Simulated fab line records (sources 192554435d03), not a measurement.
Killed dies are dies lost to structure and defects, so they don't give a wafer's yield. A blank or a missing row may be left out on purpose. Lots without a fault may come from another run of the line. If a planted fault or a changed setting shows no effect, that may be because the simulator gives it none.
fab line records	flow n5Finfet
record lots=11	wafers=31	lastDay=18
route steps=1938 shown BEOL_M12@1636 PASSIVATION@1936
lots with no fault: from the same line, run without faults
startH: hours from the record's opening day to when the first of the lot's shown wafers began	waitH: time in hours since the lot's previous step	" repeats the value in the row above	L1.1+2: one row covering several wafers at once	- value missing, or start not given	* or withheld: withheld	< > ~ a bound
route shown NAME@n: NAME is a module with steps in the file, n the number in the route of the first one	usual: average and standard deviation across the fault-free wafers	same: alike in all rows	chamber/n: place in a boat	sites: per-site readings	_std_site: standard deviation of those values	_edge_site: mean of outer sites minus mean of inner sites	radiusMm: for every site, how far away it sits from the centre of the wafer	mask NAME#n: copy n	behind: the most recent tool/chamber to have shaped the wafer	hold: what put the lot on hold/how long, in hours/how the hold closed	device: the transistor (n, p or np) that didn't switch	end of line: at the end of the route, the tests of the same wafers	for a step that has no rows: nothing shown but its recipe	killed: not the wafer's yield, but the dies lost to structure and defects at the first sort	map: a wafer's dies, marking killed ones x, the rest . and places with no die _
set.NAME: the setting that was run; set.NAME@STEP: the one run at that earlier step	model.NAME: the simulator's own value behind a step, which no gauge read
one table for each step of the route and one row for each wafer, over a sample of lots
services: from which hour (startH, from the record's first day; less than 0 if before it) a tool's chamber was out of use, for how many hours, and why
## steps
# step N5_BEOL_M12_ETCH_67
# recipe chemistry=CF4	target=SiARC	targetDepthA=1430	timeS=238.3	ionEnergyEv=80	pressureMtorr=40	sourceW=545	biasW=36	Ar_flow_sccm=100	cf4FlowSccm=100	ends=cleared
# usual drypumpMotorCurrentA=5.7/0.44	etchRfOnTimeS=237/5.6	oesProductAu=0.70/0.063	rfVppV=183.9/1.3	showerheadPlenumPTorr=2.12/0.067	throttleValvePct=15.53/0.2
lot.wafer	tool	chamber	startH	waitH	drypumpMotorCurrentA	etchRfOnTimeS	oesProductAu	rfHoursCounterH	rfVppV	showerheadPlenumPTorr	throttleValvePct
L188.3	rieDiel-01	1	273.14	0.0	6.3	238	0.75	32	184.3	2.09	15.37
L188.4	"	0	"	"	4.8	226	0.82	6	184.3	2.12	15.69
L188.5	"	0	"	"	4.9	229	0.81	-	182.6	2.12	15.69
L193.1	rieDiel-06	3	277.39	0.0	6.0	232	0.83	6	182.9	2.10	15.51
L193.3	"	0	"	"	5.7	238	0.65	152	182.9	2.06	15.43
L195.1	rieDiel-01	0	284.99	0.0	4.9	229	0.80	9	183.9	2.12	15.72
L195.3	"	3	"	"	6.1	235	0.68	112	183.7	2.07	15.24
L195.6	"	0	"	"	4.9	229	0.80	-	183.2	2.12	15.71
L192.1	rieDiel-03	0	313.17	0.0	5.2	236	0.59	231	183.2	2.03	15.65
L192.4	"	3	"	"	5.8	235	0.65	141	183.8	2.14	15.76
L192.5	"	0	"	"	5.2	237	0.59	-	182.4	2.03	15.65
L197.3	rieDiel-03	1	321.39	0.0	5.9	234	0.73	64	183.1	2.16	15.19
L197.5	"	0	"	"	5.2	240	0.58	-	182.2	2.03	15.65
L197.6	"	3	"	"	5.8	242	0.63	-	184.2	2.13	15.76
L200.2	rieDiel-03	2	321.96	0.0	5.8	244	0.76	31	184.9	2.27	15.54
L200.3	"	0	"	"	5.2	240	0.58	236	182.4	2.03	15.65
L200.6	"	3	"	"	5.8	240	0.63	-	185.4	2.13	15.74
L206.2	rieDiel-01	0	365.10	0.0	4.8	231	0.75	37	183.8	2.11	15.77
L206.4	"	3	"	"	6.1	238	0.65	140	182.8	2.06	15.28
L206.6	"	2	"	"	5.8	250	0.67	-	183.0	2.08	15.69
L208.2	rieDiel-03	3	369.94	0.0	5.8	238	0.62	165	182.6	2.13	15.80
L208.4	"	1	"	"	5.8	234	0.71	-	183.5	2.16	15.23
L207.2	rieDiel-03	3	370.47	0.0	5.8	241	0.62	165	183.3	2.13	15.82
L207.3	"	2	"	"	5.8	243	0.73	51	186.5	2.27	15.58
L207.6	"	3	"	"	5.8	239	0.62	-	183.7	2.13	15.81
L209.4	rieDiel-03	2	384.45	0.0	5.8	244	0.72	58	185.3	2.26	15.59
L209.5	"	0	"	"	5.2	240	0.83	-	186.2	2.27	15.19
L209.6	"	1	"	"	5.9	235	0.70	-	184.7	2.15	15.25
L210.1	rieDiel-06	3	393.93	0.0	6.0	233	0.73	52	184.1	2.09	15.60
L210.3	"	2	"	"	4.9	234	0.69	123	184.5	2.13	15.79
L210.5	"	3	"	"	5.9	234	0.73	-	183.2	2.09	15.61
# step N5_BEOL_M12_STRIP_37
# recipe chemistry=N2/H2	powerW=1000	tempC=250	h2Frac=0.65	overashFraction=0.3	pressureMtorr=withheld	n2FlowSccm=1750	h2FlowSccm=3250
# usual drypumpMotorCurrentA=5.7/0.5	heaterPowerW=337/9.9	oesProductAu=0.791/0.01
lot.wafer	tool	chamber	startH	waitH	drypumpMotorCurrentA	heaterPowerW	oesProductAu	rfHoursCounterH
L188.3	plasmaAsher-02	0	273.69	0.1	6.2	330	0.785	-
L188.4	"	1	"	"	5.8	348	0.788	-
L188.5	"	1	"	"	5.8	338	0.796	-
L193.1	plasmaAsher-02	0	277.91	0.0	6.2	329	0.759	77
L193.3	"	0	"	"	6.2	337	0.795	-
L195.1	plasmaAsher-02	1	285.52	0.0	5.8	346	0.780	79
L195.3	"	1	"	"	5.8	353	0.799	-
L195.6	"	0	"	"	6.2	336	0.794	-
L192.1	plasmaAsher-02	0	313.70	0.0	6.2	328	0.792	85
L192.4	"	0	"	"	6.2	328	0.787	-
L192.5	"	1	"	"	5.8	351	0.784	-
L197.3	plasmaAsher-02	0	321.93	0.1	6.2	330	0.797	-
L197.5	"	1	"	"	5.8	344	0.799	-
L197.6	"	0	"	"	6.2	339	0.798	-
L200.2	plasmaAsher-02	0	322.48	0.0	6.2	333	0.798	87
L200.3	"	0	"	"	6.2	334	0.787	-
L200.6	"	1	"	"	5.8	343	0.791	-
L206.2	plasmaAsher-01	0	365.62	0.0	5.7	349	0.797	142
L206.4	"	0	"	"	5.7	348	0.812	-
L206.6	"	0	"	"	5.8	347	0.792	-
L208.2	plasmaAsher-01	1	370.47	0.0	4.7	323	0.786	143
L208.4	"	0	"	"	5.7	345	0.783	-
L207.2	plasmaAsher-01	1	370.99	0.0	4.7	325	0.791	143
L207.3	"	0	"	"	5.7	339	0.792	-
L207.6	"	1	"	"	4.8	316	0.795	-
L209.4	plasmaAsher-01	0	384.99	0.1	5.7	334	0.784	-
L209.5	"	1	"	"	4.7	315	0.796	-
L209.6	"	0	"	"	5.7	351	0.776	-
L210.1	plasmaAsher-02	1	394.45	0.0	5.8	348	0.777	103
L210.3	"	1	"	"	5.8	345	0.800	-
L210.5	"	1	"	"	5.8	348	0.808	-
# step N5_BEOL_M12_SPUTTER_45
# recipe material=Cu	targetThkA=800	tempC=-20	biasV=60	powerW=26000	chamberPressurePa=0.13	timeS=13.33
# usual chamberPressurePa=0.12999/0.00025	throttleValvePct=30.1/1.2
lot.wafer	tool	chamber	startH	waitH	chamberPressurePa	throttleValvePct
L188.3	pvdSputter-03	-	275.90	0.0	0.13024	33.6
L188.4	"	-	"	"	0.12987	29.5
L188.5	"	-	"	"	0.12969	27.1
L193.1	pvdSputter-03	-	280.08	0.0	0.12977	27.4
L193.3	"	-	"	"	0.12968	33.5
L195.1	pvdSputter-01	-	292.89	0.0	0.12987	31.2
L195.3	"	-	"	"	0.12941	28.7
L195.6	"	-	"	"	0.12988	31.0
L192.1	pvdSputter-02	-	317.33	0.0	0.13	29.5
L192.4	"	-	"	"	0.12994	31.0
L192.5	"	-	"	"	0.12975	31.2
L197.3	pvdSputter-01	-	326.41	0.0	0.13032	28.7
L197.5	"	-	"	"	0.12958	29.6
L197.6	"	-	"	"	0.12995	31.0
L200.2	pvdSputter-02	-	326.47	0.0	0.12994	30.7
L200.3	"	-	"	"	0.13013	29.2
L200.6	"	-	"	"	0.13007	29.8
L206.2	pvdSputter-02	-	370.86	0.0	0.12993	29.2
L206.4	"	-	"	"	0.13049	30.9
L206.6	"	-	"	"	0.13031	30.6
L208.2	pvdSputter-03	-	371.33	0.0	0.12995	29.2
L208.4	"	-	"	"	0.12953	27.4
L207.2	pvdSputter-01	-	374.67	0.0	0.12988	28.8
L207.3	"	-	"	"	0.12982	31.2
L207.6	"	-	"	"	0.12995	29.5
L209.4	pvdSputter-02	-	389.05	0.0	0.12966	30.1
L209.5	"	-	"	"	0.13035	29.6
L209.6	"	-	"	"	0.12972	29.6
L210.1	pvdSputter-01	-	396.28	0.0	0.13041	28.8
L210.3	"	-	"	"	0.13046	29.7
L210.5	"	-	"	"	0.13061	30.6
# step N5_BEOL_M12_CMP_49
# recipe stopOn=SiOC	tOverpolishS=20.6	downForcePsi=1	platenRpm=50	clearingPlatenDownForcePsi=1.5	clearingPlatenRpm=50	postCmpClean=cuAlkaline	targetThkNm=320	clearingPlatenPadVelocityMS=0.99484	padVelocityMS=0.99484
# usual barrierFieldEndpointS=29.9/0.71	headPressurePsi=0.9998/0.0023	motorCurrentA=6.1/0.69	overpolishRunS=20.599/0.0075	retainingRingPressureFrac=1.000/0.0054
lot.wafer	tool	chamber	startH	waitH	barrierFieldEndpointS	headPressurePsi	motorCurrentA	overpolishRunS	retainingRingPressureFrac
L188.4	cmp-01	0	276.65	0.2	30.3	0.9964	6.7	20.618	0.987
L188.3	"	1	"	"	31.2	0.9971	6.4	20.598	0.997
L188.5	"	2	"	"	30.8	0.9990	5.6	20.599	0.994
L193.3	cmp-04	1	281.25	0.2	28.8	1.0012	5.9	20.590	0.997
L193.1	"	0	"	"	28.7	1.0009	5.0	20.602	1.007
L195.1	cmp-01	0	293.46	0.3	29.4	1.0002	6.9	20.603	0.999
L195.3	"	1	"	"	29.6	0.9969	6.6	20.605	1.004
L195.6	"	0	"	"	29.3	0.9953	6.6	20.590	1.002
L192.1	cmp-01	2	317.94	0.3	30.0	1.0008	5.7	20.609	1.001
L192.4	"	1	"	"	29.6	1.0004	6.6	20.605	0.995
L192.5	"	2	"	"	30.2	1.0037	5.6	20.600	0.995
L200.2	cmp-01	0	327.02	0.2	29.6	0.9982	6.3	20.592	0.999
L200.3	"	3	"	"	29.3	0.9958	5.4	20.594	1.007
L200.6	"	1	"	"	30.0	1.0039	6.6	20.602	0.997
L197.3	cmp-03	1	327.05	0.2	29.4	0.9972	7.0	20.605	0.997
L197.5	"	3	"	"	30.2	0.9958	5.6	20.602	1.000
L197.6	"	0	"	"	30.3	0.9982	7.2	20.598	1.002
L206.4	cmp-01	0	371.51	0.2	29.7	0.9980	6.5	20.603	0.995
L206.2	"	1	"	"	30.2	1.0004	6.2	20.603	1.007
L206.6	"	2	"	"	29.2	1.0522	5.6	20.606	1.000
L208.2	cmp-03	0	371.93	0.2	29.6	1.0008	7.1	20.604	1.008
L208.4	"	2	"	"	30.2	1.0015	6.0	20.600	1.003
L207.2	cmp-01	3	375.28	0.3	29.7	0.9993	5.3	20.592	0.997
L207.3	"	1	"	"	29.7	0.9999	6.3	20.607	1.005
L207.6	"	2	"	"	29.4	1.0502	5.7	20.596	1.002
L209.4	cmp-03	0	389.71	0.2	29.4	0.9988	7.0	20.603	0.996
L209.5	"	2	"	"	31.0	1.0002	6.2	20.604	1.009
L209.6	"	3	"	"	30.3	0.9983	5.1	20.605	1.004
L210.3	cmp-04	1	397.02	0.2	30.1	1.0003	5.9	20.588	0.988
L210.1	"	2	"	"	30.9	0.9979	5.3	20.605	0.992
L210.5	"	3	"	"	30.2	1.0024	7.1	20.599	1.002
# step N5_PASSIVATION_PROBE_49
# usual defectLimitedYield=91.2/1.6	killed_at_M0_to_M3=35/11	killed_at_M4_up=14/5.4	killedAtContacts=13/6	killedAtFrontEnd=38/11	killedAtOther=3.4/2.6	killedDies=104/19	killedOpen=68/13	killedShort=34/8.5	sort_bin_5_function=5.1/1	sort_bin_6_memory=3.3/0.72	sortNPass=1075/22	sortYieldPct=91.1/1.9
# same grossDies=1180	killedAtBackSide=0	sort_bin_4_leakage[%]=0	sort_bin_8_speed[%]=0
lot.wafer	tool	chamber	startH	waitH	defectLimitedYield[%]	killed_at_M0_to_M3	killed_at_M4_up	killedAtContacts	killedAtFrontEnd	killedAtOther	killedDies	killedOpen	killedShort	sort_bin_5_function[%]	sort_bin_6_memory[%]	sortNPass	sortYieldPct[%]
L188.3	prober-01	-	315.18	0.1	90.2	32	20	12	48	4	116	76	38	5.5	4.1	1064	90.2
L188.4	prober-01	-	315.23	0.2	91.0	48	16	13	25	4	106	62	38	5.9	2.4	1074	91.0
L188.5	prober-01	-	315.28	0.2	90.8	49	12	9	36	2	108	74	34	5.2	3.6	1072	90.8
L193.1	prober-01	-	321.35	0.0	89.4	48	17	15	42	3	125	85	36	6.8	3.1	1055	89.4
L193.3	prober-01	-	321.45	0.1	91.4	41	14	9	38	0	102	74	28	4.8	3.6	1078	91.4
L195.1	prober-01	-	333.48	0.0	92.3	25	10	8	43	5	91	66	17	4.6	2.4	1089	92.3
L195.3	prober-01	-	333.58	0.1	89.8	54	8	12	46	0	120	67	52	6.5	3.1	1060	89.8
L195.6	prober-01	-	333.73	0.3	92.7	30	7	7	42	0	86	59	23	4.3	2.8	1094	92.7
L192.1	prober-01	-	353.79	0.0	91.9	28	17	11	35	4	95	63	32	4.7	3.2	1085	91.9
L192.4	prober-01	-	353.94	0.2	93.4	27	13	13	24	1	78	52	26	4.3	1.9	1102	93.4
L192.5	prober-01	-	353.99	0.2	93.6	14	15	14	31	2	76	50	25	3.6	2.5	1104	93.6
L197.3	prober-02	-	362.69	0.1	93.4	19	8	5	38	8	78	47	31	3.9	2.3	1102	93.4
L197.5	prober-02	-	362.79	0.2	93.1	40	14	4	17	6	81	46	34	3.4	3.1	1099	93.1
L197.6	prober-02	-	362.84	0.3	92.5	52	6	4	24	2	88	52	34	4.4	2.5	1092	92.5
L200.2	prober-01	-	370.04	0.1	91.3	47	12	7	31	6	103	72	26	5.4	2.7	1077	91.3
L200.3	prober-01	-	370.09	0.1	89.7	38	9	10	60	5	122	79	42	6.0	4.2	1058	89.7
L200.6	prober-01	-	370.24	0.3	92.0	32	17	4	32	9	94	57	37	5.0	2.5	1086	92.0
L206.2	prober-02	-	408.33	0.1	91.9	37	17	16	23	3	96	72	24	4.8	3.0	1084	91.9
L206.4	prober-02	-	408.43	0.2	88.0	67	19	24	30	2	142	97	43	6.4	5.1	1038	88.0
L206.6	prober-02	-	408.53	0.3	93.1	35	5	10	28	3	81	63	18	4.4	2.3	1099	93.1
L208.2	prober-01	-	409.02	0.1	88.1	31	22	20	67	0	140	94	43	7.4	4.0	1040	88.1
L208.4	prober-01	-	409.12	0.2	90.8	37	15	16	39	1	108	69	37	5.3	3.6	1072	90.8
L207.2	prober-01	-	414.94	0.1	88.6	34	25	10	62	4	135	88	39	7.1	3.4	1045	88.6
L207.3	prober-01	-	414.99	0.1	89.2	43	17	13	53	1	127	81	46	5.9	4.3	1053	89.2
L207.6	prober-01	-	415.14	0.3	90.3	34	22	12	42	5	115	80	35	5.8	3.3	1065	90.3
L209.4	prober-01	-	422.32	0.6	92.3	26	15	10	37	3	91	62	29	4.2	3.4	1089	92.3
L209.5	prober-01	-	422.37	0.6	94.3	21	10	2	34	0	67	50	17	3.5	2.0	1113	94.3
L209.6	prober-01	-	422.42	0.7	93.0	16	21	18	26	2	83	61	21	4.2	2.7	1097	93.0
L210.1	prober-01	-	436.53	0.0	91.6	23	20	3	50	3	99	71	27	4.4	3.4	1081	91.6
L210.3	prober-01	-	436.63	0.1	91.5	36	19	12	33	0	100	73	26	5.3	3.0	1080	91.5
L210.5	prober-01	-	436.73	0.2	92.3	18	11	10	52	0	91	64	27	4.3	3.2	1089	92.3
# killed by level:class
L188.3 FIN_SAQP:geometricParticle:short=13 FIN_SAQP:geometricParticle:open=9 STI_FIN_REVEAL:geometricParticle:open=9 MOL_CONTACT_COAG:geometricParticle:open=9 BEOL_M4:geometricParticle:open=9 BEOL_M3:geometricParticle:open=8 BEOL_M2:geometricParticle:short=5 GATE_CUT:geometricParticle:short=5
L188.4 BEOL_M3:geometricParticle:open=15 MOL_CONTACT_COAG:geometricParticle:open=10 BEOL_M0_SAQP:geometricParticle:short=9 BEOL_M4:geometricParticle:open=8 BEOL_M2:geometricParticle:open=6 FIN_SAQP:geometricParticle:short=4 GATE_CUT:geometricParticle:short=4 BEOL_M0:geometricParticle:short=4
L188.5 BEOL_M2:geometricParticle:open=17 STI_FIN_REVEAL:geometricParticle:open=11 FIN_SAQP:geometricParticle:open=9 BEOL_M0_SAQP:geometricParticle:open=7 MOL_CONTACT_COAG:geometricParticle:open=6 BEOL_M0_SAQP:geometricParticle:short=5 BEOL_M2:geometricParticle:short=5 FIN_SAQP:geometricParticle:short=4
L193.1 BEOL_M2:geometricParticle:open=14 MOL_CONTACT_COAG:geometricParticle:open=11 FIN_SAQP:geometricParticle:open=8 BEOL_M1:geometricParticle:open=8 BEOL_M4:geometricParticle:open=7 BEOL_M0_SAQP:geometricParticle:open=6 STI_FIN_REVEAL:geometricParticle:open=6 BEOL_M0:geometricParticle:open=6
L193.3 BEOL_M0_SAQP:geometricParticle:open=10 STI_FIN_REVEAL:geometricParticle:open=8 FIN_SAQP:geometricParticle:open=7 MOL_CONTACT_COAG:geometricParticle:open=7 BEOL_M0_SAQP:geometricParticle:short=7 BEOL_M2:geometricParticle:open=7 BEOL_M0:geometricParticle:open=7 BEOL_M4:geometricParticle:open=7
L195.1 FIN_SAQP:geometricParticle:open=12 HKMG_FIN:areaEtch=8 STI_FIN_REVEAL:geometricParticle:open=7 MOL_CONTACT_COAG:geometricParticle:open=7 BEOL_M2:geometricParticle:open=7 BEOL_M0_SAQP:geometricParticle:open=6 GATE_CUT:geometricParticle:open=5 BEOL_M1:geometricParticle:open=5
L195.3 BEOL_M0_SAQP:geometricParticle:short=20 BEOL_M0_SAQP:geometricParticle:open=12 FIN_SAQP:geometricParticle:open=10 STI_FIN_REVEAL:geometricParticle:open=8 GATE_CUT:geometricParticle:short=8 BEOL_M1:geometricParticle:open=8 FIN_SAQP:geometricParticle:short=7 MOL_CONTACT_COAG:geometricParticle:open=6
L195.6 FIN_SAQP:geometricParticle:open=10 BEOL_M1:geometricParticle:open=9 STI_FIN_REVEAL:geometricParticle:open=8 GATE_CUT:geometricParticle:short=8 BEOL_M2:geometricParticle:open=8 BEOL_M0_SAQP:geometricParticle:short=7 STARTING-WAFER:geometricParticle:open=5 MOL_CONTACT_COAG:geometricParticle:open=5
L192.1 FIN_SAQP:geometricParticle:short=9 BEOL_M0_SAQP:geometricParticle:open=9 MOL_CONTACT_COAG:geometricParticle:open=8 STI_FIN_REVEAL:geometricParticle:open=7 BEOL_M4:geometricParticle:open=7 FIN_SAQP:geometricParticle:open=6 BEOL_M0_SAQP:geometricParticle:short=6 GATE_CUT:geometricParticle:open=6
L192.4 BEOL_M0_SAQP:geometricParticle:open=13 MOL_CONTACT_COAG:geometricParticle:open=12 BEOL_M0_SAQP:geometricParticle:short=7 BEOL_M4:geometricParticle:open=6 FIN_SAQP:geometricParticle:short=4 STI_FIN_REVEAL:geometricParticle:open=4 GATE_CUT:geometricParticle:short=4 BEOL_M1:geometricParticle:open=3
L192.5 MOL_CONTACT_COAG:geometricParticle:open=13 FIN_SAQP:geometricParticle:short=10 GATE_CUT:geometricParticle:open=7 BEOL_M4:geometricParticle:open=7 BEOL_M0_SAQP:geometricParticle:open=4 BEOL_M1:geometricParticle:open=4 STARTING-WAFER:geometricParticle:short=4 FIN_CUT:geometricParticle:open=3
L197.3 FIN_SAQP:geometricParticle:open=11 BEOL_M0_SAQP:geometricParticle:short=7 FIN_SAQP:geometricParticle:short=6 MOL_CONTACT_COAG:geometricParticle:open=5 PASS1_CAP:geometricParticle:open=5 BEOL_M2:geometricParticle:open=4 STARTING-WAFER:geometricParticle:short=4 BEOL_M3:geometricParticle:short=3
L197.5 BEOL_M2:geometricParticle:open=9 BEOL_M4:geometricParticle:open=9 BEOL_M3:geometricParticle:open=7 FIN_SAQP:geometricParticle:short=6 BEOL_M0_SAQP:geometricParticle:open=6 BEOL_M0_SAQP:geometricParticle:short=5 PASS1_CAP:geometricParticle:short=5 BEOL_M2:geometricParticle:short=4
L197.6 BEOL_M3:geometricParticle:open=13 BEOL_M0_SAQP:geometricParticle:short=12 BEOL_M0_SAQP:geometricParticle:open=11 FIN_SAQP:geometricParticle:open=5 BEOL_M0:geometricParticle:open=5 FIN_SAQP:geometricParticle:short=4 MOL_CONTACT_COAG:geometricParticle:open=3 BEOL_M2:geometricParticle:open=3
L200.2 BEOL_M2:geometricParticle:open=21 STI_FIN_REVEAL:geometricParticle:open=10 STI_FIN_REVEAL:geometricParticle:short=6 MOL_CONTACT_COAG:geometricParticle:open=6 BEOL_M0_SAQP:geometricParticle:short=5 BEOL_M3:geometricParticle:open=5 HKMG_FIN:areaEtch=5 BEOL_M1:geometricParticle:open=4
L200.3 FIN_SAQP:geometricParticle:open=22 FIN_SAQP:geometricParticle:short=15 BEOL_M2:geometricParticle:open=14 BEOL_M1:geometricParticle:open=7 GATE_CUT:geometricParticle:open=6 MOL_CONTACT_COAG:geometricParticle:short=6 BEOL_M0_SAQP:geometricParticle:short=6 GATE_CUT:geometricParticle:short=5
L200.6 BEOL_M1:geometricParticle:open=9 BEOL_M4:geometricParticle:open=9 FIN_SAQP:geometricParticle:open=7 BEOL_M2:geometricParticle:open=7 STI_FIN_REVEAL:geometricParticle:open=6 BEOL_M0_SAQP:geometricParticle:short=5 BEOL_M2:geometricParticle:short=5 FIN_SAQP:geometricParticle:short=4
L206.2 BEOL_M2:geometricParticle:open=17 MOL_CONTACT_COAG:geometricParticle:open=12 FIN_SAQP:geometricParticle:open=8 BEOL_M4:geometricParticle:open=7 FIN_SAQP:geometricParticle:short=4 DUMMY_GATE:geometricParticle:open=4 MOL_CONTACT_COAG:geometricParticle:short=4 BEOL_M0_SAQP:geometricParticle:short=4
L206.4 MOL_CONTACT_COAG:geometricParticle:open=18 BEOL_M2:geometricParticle:open=18 BEOL_M0_SAQP:geometricParticle:short=18 STI_FIN_REVEAL:geometricParticle:open=11 BEOL_M0_SAQP:geometricParticle:open=10 BEOL_M1:geometricParticle:open=10 BEOL_M4:geometricParticle:open=10 MOL_CONTACT_COAG:geometricParticle:short=6
L206.6 BEOL_M2:geometricParticle:open=20 FIN_SAQP:geometricParticle:open=8 MOL_CONTACT_COAG:geometricParticle:open=8 BEOL_M0_SAQP:geometricParticle:open=7 FIN_SAQP:geometricParticle:short=6 STI_FIN_REVEAL:geometricParticle:open=5 BEOL_M3:geometricParticle:open=4 BEOL_M0:geometricParticle:open=3
L208.2 STI_FIN_REVEAL:geometricParticle:open=20 MOL_CONTACT_COAG:geometricParticle:open=16 FIN_SAQP:geometricParticle:short=14 BEOL_M4:geometricParticle:open=14 BEOL_M3:geometricParticle:open=9 FIN_SAQP:geometricParticle:open=8 STI_FIN_REVEAL:geometricParticle:short=5 BEOL_M0_SAQP:geometricParticle:short=5
L208.4 MOL_CONTACT_COAG:geometricParticle:open=15 BEOL_M3:geometricParticle:open=13 BEOL_M0_SAQP:geometricParticle:open=9 BEOL_M0_SAQP:geometricParticle:short=9 FIN_SAQP:geometricParticle:short=8 STI_FIN_REVEAL:geometricParticle:open=6 FIN_SAQP:geometricParticle:open=6 STI_FIN_REVEAL:geometricParticle:short=4
L207.2 FIN_SAQP:geometricParticle:open=16 FIN_SAQP:geometricParticle:short=12 MOL_CONTACT_COAG:geometricParticle:open=10 BEOL_M0_SAQP:geometricParticle:open=10 BEOL_M0_SAQP:geometricParticle:short=9 BEOL_M4:geometricParticle:open=9 HKMG_FIN:areaEtch=8 STI_FIN_REVEAL:geometricParticle:open=7
L207.3 BEOL_M0_SAQP:geometricParticle:open=19 STI_FIN_REVEAL:geometricParticle:open=14 FIN_SAQP:geometricParticle:short=12 BEOL_M0_SAQP:geometricParticle:short=12 MOL_CONTACT_COAG:geometricParticle:open=10 BEOL_M4:geometricParticle:open=8 FIN_SAQP:geometricParticle:open=7 DUMMY_GATE:geometricParticle:open=5
L207.6 MOL_CONTACT_COAG:geometricParticle:open=12 BEOL_M4:geometricParticle:open=11 FIN_SAQP:geometricParticle:short=10 FIN_SAQP:geometricParticle:open=7 STI_FIN_REVEAL:geometricParticle:open=7 BEOL_M0_SAQP:geometricParticle:open=7 BEOL_M0_SAQP:geometricParticle:short=6 BEOL_M1:geometricParticle:open=6
L209.4 FIN_SAQP:geometricParticle:open=11 MOL_CONTACT_COAG:geometricParticle:open=10 FIN_SAQP:geometricParticle:short=6 BEOL_M2:geometricParticle:open=6 BEOL_M0:geometricParticle:open=5 STI_FIN_REVEAL:geometricParticle:open=4 DUMMY_GATE:geometricParticle:open=4 BEOL_M3:geometricParticle:open=4
L209.5 STI_FIN_REVEAL:geometricParticle:open=12 FIN_SAQP:geometricParticle:short=6 BEOL_M0:geometricParticle:open=6 BEOL_M2:geometricParticle:open=6 STARTING-WAFER:geometricParticle:open=5 FIN_SAQP:geometricParticle:open=4 BEOL_M4:geometricParticle:open=4 BEOL_M0_SAQP:geometricParticle:short=3
L209.6 MOL_CONTACT_COAG:geometricParticle:open=16 BEOL_M4:geometricParticle:open=11 BEOL_M0_SAQP:geometricParticle:short=7 STI_FIN_REVEAL:geometricParticle:open=5 DUMMY_GATE:geometricParticle:open=5 FIN_SAQP:geometricParticle:open=4 BEOL_M2:geometricParticle:open=4 GATE_CUT:geometricParticle:short=3
L210.1 STI_FIN_REVEAL:geometricParticle:open=19 BEOL_M4:geometricParticle:open=10 FIN_SAQP:geometricParticle:open=8 BEOL_M1:geometricParticle:open=8 FIN_SAQP:geometricParticle:short=5 GATE_CUT:geometricParticle:short=5 BEOL_M0:geometricParticle:open=5 STARTING-WAFER:geometricParticle:short=4
L210.3 BEOL_M3:geometricParticle:open=12 MOL_CONTACT_COAG:geometricParticle:open=11 BEOL_M4:geometricParticle:open=9 STI_FIN_REVEAL:geometricParticle:open=7 BEOL_M2:geometricParticle:open=7 GATE_CUT:geometricParticle:short=5 BEOL_M0_SAQP:geometricParticle:short=5 BEOL_M0_SAQP:geometricParticle:open=5
L210.5 STI_FIN_REVEAL:geometricParticle:open=13 FIN_SAQP:geometricParticle:open=9 FIN_SAQP:geometricParticle:short=8 BEOL_M1:geometricParticle:open=8 BEOL_M4:geometricParticle:open=8 MOL_CONTACT_COAG:geometricParticle:open=6 BEOL_M3:geometricParticle:open=5 GATE_CUT:geometricParticle:open=4
## services
tool	chamber	startH	hours	kind
cmp-03	-	253.04	-	consumableReplace:conditioner
cmp-03	-	253.04	-	consumableReplace:pad
cmp-04	-	253.92	7.0	pm
cmp-01	-	260.03	0.9	repair
cmp-01	-	267.74	4.1	pm
cmp-03	-	267.84	23.6	repair
cmp-01	-	277.06	4.0	pm
cmp-01	-	281.06	-	consumableReplace:conditioner
cmp-01	-	281.06	-	consumableReplace:pad
rieDiel-06	1	282.21	-	clean
rieDiel-06	1	282.21	-	consumableReplace:focusRing
plasmaAsher-01	-	290.59	3.1	repair
rieDiel-01	2	306.55	1.8	repair
rieDiel-01	-	317.64	2.8	pm
pvdSputter-01	-	352.83	2.6	repair
cmp-04	-	357.06	31.8	repair
cmp-01	-	358.42	3.8	repair
rieDiel-03	0	361.23	-	clean
rieDiel-03	0	361.23	-	consumableReplace:focusRing
rieDiel-03	0	361.23	-	consumableReplace:showerhead
rieDiel-03	0	361.23	14.1	scheduledDown
rieDiel-03	0	361.23	14.1	ventCycle
cmp-04	-	393.24	1.4	repair
plasmaAsher-01	-	393.48	2.8	pm
## key
firstSign step=N5_BEOL_M12_CMP_49	reading=headPressurePsi	direction=up	sigmas=22	usual=0.9998	struck=1.0512
effect none on later readings
metAt N5_BEOL_M12_CMP_49
struckLots L206,L207
struckWafers L206.6,L207.6
notActingAt N5_BEOL_M12_ETCH_67,N5_BEOL_M12_STRIP_37,N5_BEOL_M12_SPUTTER_45
onsetBetween 317.94 371.51
fault kind=processParameterDrift	tool=cmp-01	chamber=2	onsetH=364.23	steps=N5_BEOL_M12_CMP_49	channel=downForcePsi	offset=0.053665	shape=step	endH=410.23	actsIn=theseRecipesOnly	stated=1
